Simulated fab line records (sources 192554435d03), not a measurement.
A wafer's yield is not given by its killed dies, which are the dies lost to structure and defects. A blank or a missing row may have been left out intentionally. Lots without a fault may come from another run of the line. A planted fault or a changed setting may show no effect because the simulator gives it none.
Split-lot trial | flow n5_finfet | on a route of 1938 steps: 7 lots, 21 wafers read

== ON THE SPLIT ==
At N5_ZERO_LAYER_EXPOSE_08 (exposes mask ZERO, defocus 0 nm, target cd 2000 nm), the setting dose_mj was moved away from the recipe's 16.2 on 7 of the 21 wafers read, by -7.3% to +5.0%. For the rest of the wafers, this setting stayed at what the recipe calls for.

== FROM THE SPLIT TO THE READING: what the file shows between them, 3 steps ==
- N5_ZERO_LAYER_PEB_09
- N5_ZERO_LAYER_DEVELOP_10: develop time 60 s
- N5_ZERO_LAYER_HARDBAKE_23: time 120 s

== THE READING ==
Shown in nm: cd_nm at N5_ZERO_LAYER_CD_MEAS_11, with target cd 2000 nm. Typical for fault-free wafers on this fab line: 2000.3 nm, with standard deviation 2.3 nm.

wafer  | tool, chamber at the split | dose_mj as run | against the recipe | cd_nm, nm | against lot-mates on the recipe
L077.3 | krf_scanner-01, 0          | 16.2           | recipe             | 2004.8    | -
L077.5 | krf_scanner-01, 0          | 15.4           | -4.9%              | 1990.0    | -14.8
L077.6 | krf_scanner-01, 0          | 15.4           | -4.9%              | 1991.9    | -12.9
L081.3 | krf_scanner-01, 0          | 16.2           | recipe             | 1999.7    | -
L081.4 | krf_scanner-01, 0          | 16.2           | recipe             | 2003.0    | -
L081.5 | krf_scanner-01, 0          | 17.01          | +5.0%              | 2009.5    | +8.2
L084.1 | krf_scanner-02, 0          | 15.89          | -1.9%              | 1998.5    | -1.1
L084.2 | krf_scanner-02, 0          | 16.2           | recipe             | 1998.9    | -
L084.3 | krf_scanner-02, 0          | 16.2           | recipe             | 2000.3    | -
L085.2 | krf_scanner-02, 0          | 16.2           | recipe             | 2000.8    | -
L085.3 | krf_scanner-02, 0          | 16.2           | recipe             | 2004.8    | -
L085.5 | krf_scanner-02, 0          | 16.2           | recipe             | 2003.1    | -
L089.1 | krf_scanner-02, 0          | 16.2           | recipe             | 2001.1    | -
L089.4 | krf_scanner-02, 0          | 15.63          | -3.5%              | 1992.1    | -9.4
L089.5 | krf_scanner-02, 0          | 16.2           | recipe             | 2001.9    | -
L091.1 | krf_scanner-02, 0          | 15.01          | -7.3%              | 1982.8    | -18.1
L091.4 | krf_scanner-02, 0          | 15.01          | -7.3%              | 1980.3    | -20.6
L091.6 | krf_scanner-02, 0          | 16.2           | recipe             | 2000.9    | -
L094.2 | krf_scanner-02, 0          | 16.2           | recipe             | 1998.5    | -
L094.4 | krf_scanner-02, 0          | 16.2           | recipe             | 2000.1    | -
L094.6 | krf_scanner-02, 0          | 16.2           | recipe             | 1998.6    | -

FIT RESULTS
A straight line over all 21 wafers: cd_nm changes by +2.34 nm for each +1% of dose_mj; r = +0.95; the points scatter about the line by 2.2 nm.
The same after taking each lot's own level away (the mean of its wafers on the recipe; 21 wafers): +2.47 nm for each +1%; r = +0.97; scatter 1.8 nm.
The reading moves by 18 nm for the largest change in dose_mj, on that fit.
From 1999.07 to 2004.80 nm: that is the span of the lots' own levels, equal to 2.5 times the standard deviation above.
The two slopes are in agreement: the lot-to-lot level therefore moves the slope only a little.
Check: for one of the wafers moved furthest among these (-7.3%), held out of the fit, the line's prediction against its lot-mates is -18.6 nm. Against them it came out at -18.1 nm.

== THESE WAFERS: OTHER SPLITS ==
Other splits were also applied to these wafers ahead of the reading. Each is held against what the fit with the lots' levels taken away leaves over:
other split on the same wafers | wafers away from the commonest value | r with cd_nm (lot level and that fit taken away)
N5_ZERO_LAYER_COAT_05 spin_rpm | 7                                    | +0.01

== THE WHOLE CHAIN: every reading that the file lists as answering this split, in the file's order ==
step                     | what it does             | reading                                                           | change (the file's fit)              | r (the file's)
N5_ZERO_LAYER_CD_MEAS_11 | target cd 2000 nm        | cd_nm                                                             | +2.4 nm for each +1% of the setting  | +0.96
N5_ZERO_LAYER_DESCUM_16  | chemistry O2, time 7.9 s | ZERO_LAYER.cd_nm (the simulator's own value, which no gauge read) | +2.38 nm for each +1% of the setting | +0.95

== THE FILE'S OWN FIT ==
cd_nm changes by +2.4 nm for each +1% of dose_mj, r = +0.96.
